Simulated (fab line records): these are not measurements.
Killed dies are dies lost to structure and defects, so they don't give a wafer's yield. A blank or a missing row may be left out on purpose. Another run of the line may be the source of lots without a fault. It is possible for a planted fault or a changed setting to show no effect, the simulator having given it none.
8D (eight disciplines) problem report, filled in by code || flow nandHarc || the parts of the form that need people (team, actions taken, sign-off) are left out

1. WHAT IS WRONG
oesProductAu at NHARC_A_DECK1_JOINT_ETCHBACK_07 reads a mean of 1.387 a.u. on 2 wafers of 2 lots; wafers without a fault read 1.003 a.u. with a standard deviation of 0.011. Measured from the usual mean, that is +35 standard deviations.
The step: etches the open film in HBr, target depth 105 nm, time 26.9 s.
First observed at day 16 16:03: wafer L196.5, on rieSi-04. The record holds 38 wafers of 13 lots with a number at this step. The rule behind "out" and "out of limits": a value lying over 4 standard deviations away from the usual mean. The rest of the wafers with a number are treated as sound.

2. WHAT IT IS AND WHAT IT IS NOT
{"question": "which readings at this step", "is": "oesProductAu", "is not": "drypumpMotorCurrentA, throttleValvePct"}
{"question": "which lots", "is": "L196, L198", "is not": "L183, L184, L185, L189, L191, L192, L200, L201, L203, L204, L205"}
{"question": "which wafers of those lots", "is": "L196.5, L198.5", "is not": "L196.3, L196.6, L198.4"}
{"question": "read on which tools", "is": "rieSi-04", "is not": "rieSi-01, rieSi-06"}
{"question": "when", "is": "from day 16 16:03", "is not": "up to then (20 sound wafers); but 16 sound wafers of L198, L200, L201, L203, L204, L205 came after"}

3. SUSPECTS, AND WHAT RULES EACH OUT
Counting: a tool at a process step up to the reading stays a suspect if it ran every lot that is out. Sound lots after the first of them don't rule it out here, since some wafers of a struck lot are sound.
- aldSinBatch-03 at NHARC_A_CHANNEL_FILL_D1_ALD_15 (deposits SiNx, target thk 2 nm, pulse time 60 s, ald cycles 19): kept. Ran every lot that is out, first one L196 (day 16 16:03); last sound lot up to then L191 (day 14 19:53). NHARC_A_CHANNEL_FILL_D1_ALD_15 gives no start for some lots, so the hours and the order of its lots are those of NHARC_A_DECK1_JOINT_ETCHBACK_07.
- rieSi-04 at NHARC_A_DECK1_JOINT_ETCHBACK_07 (etches the open film in HBr, target depth 105 nm, time 26.9 s): kept. Ran every lot that is out, first one L196 (day 16 16:03); last sound lot up to then L192 (day 15 01:10). Out on those wafers are its own readings of oesProductAu.
The count leaves rieSi-04 at NHARC_A_DECK1_JOINT_ETCHBACK_07 and aldSinBatch-03 at NHARC_A_CHANNEL_FILL_D1_ALD_15.

4. THE CAUSE (what the simulator had put in)
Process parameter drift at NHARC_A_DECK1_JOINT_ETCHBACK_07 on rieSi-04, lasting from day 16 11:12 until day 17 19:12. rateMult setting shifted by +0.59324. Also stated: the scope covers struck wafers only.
After counting, 2 suspects remain, this tool included.

5. SEQUENCE OF EFFECTS, ordered by route
Rows list readings where the struck wafers' mean (over those with a number) sits beyond 3 standard deviations from the usual. Only readings whose record carries a usual standard deviation are examined. hours: median over the lots of the time between each lot's start at the first step of this table that gives one and its start at this step. sigmas: the change, counted in usual standard deviations.
{"hours": 0, "step": "NHARC_A_DECK1_JOINT_ETCHBACK_07", "reading": "oesProductAu", "usual": "1.003 a.u.", "on struck wafers": 1.387, "change": "+0.384", "sigmas": "+35"}
The process steps in it:
- NHARC_A_DECK1_JOINT_ETCHBACK_07: etches the open film in HBr, target depth 105 nm, time 26.9 s.
Later measuring or inspecting steps at which every struck wafer that the step has a row for has a number for every such reading, and none has moved that far: NHARC_END_SORT_01.

6. WHAT WOULD HAVE CAUGHT IT SOONER
The fault began at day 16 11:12; the first out-of-limits reading in this record came at day 16 16:03, 5 hours later.
